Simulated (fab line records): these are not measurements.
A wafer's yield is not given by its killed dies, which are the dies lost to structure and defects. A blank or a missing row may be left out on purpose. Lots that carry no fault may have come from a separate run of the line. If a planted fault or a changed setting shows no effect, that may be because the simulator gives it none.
Chamber matching    flow nand_harc    NHARC_P_M1_DEP_33 on pecvd-03: 3 sister chambers
The step deposits SiCN, target thk 30 nm. 6 wafers are shown with their chamber, then 8 later ones without.

## WAFERS, EACH WITH ITS CHAMBER
wafer   chamber  heater_power_w (W)
L082.2  1        636
L084.2  2        494
L084.6  2        487
L085.1  1        611
L085.6  0        519
L087.1  0        598

## WAFERS WHOSE CHAMBER IS MISSING
wafer   heater_power_w (W)
L087.4  507
L087.6  588
L094.1  514
L094.4  601
L094.5  530
L097.1  631
L097.3  403
L097.6  563

## CHAMBER TAKEN BY EACH
wafer   from the rows above           in truth
L087.4  can't be placed: 2 or 0       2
L087.6  can't be placed: 0 or 1       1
L094.1  can't be placed: 2 or 0       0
L094.4  can't be placed: 1 or 0       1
L094.5  can't be placed: 0 or 2 or 1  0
L097.1  can't be placed: 1 or 0       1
L097.3  2                             2
L097.6  can't be placed: 0 or 1       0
Correctly placed: 1 of 8. These rows do not allow placing 7 (true chamber among the candidates in 7). Number placed wrongly: 0.
How it was worked out, from the rows above alone: a wafer's distance from a chamber is the root of the sum, over the readings, of the square of ((its reading less the chamber's mean) divided by the reading's scatter). If the next closest chamber is less than 2 further off than the closest, the wafer can't be placed; otherwise it belongs to the closest. Each chamber's mean is taken over the wafers shown for it. The scatter is the square root of a quotient: the sum, over the shown wafers, of each reading's squared deviation from its chamber's mean, divided by wafers minus chambers.
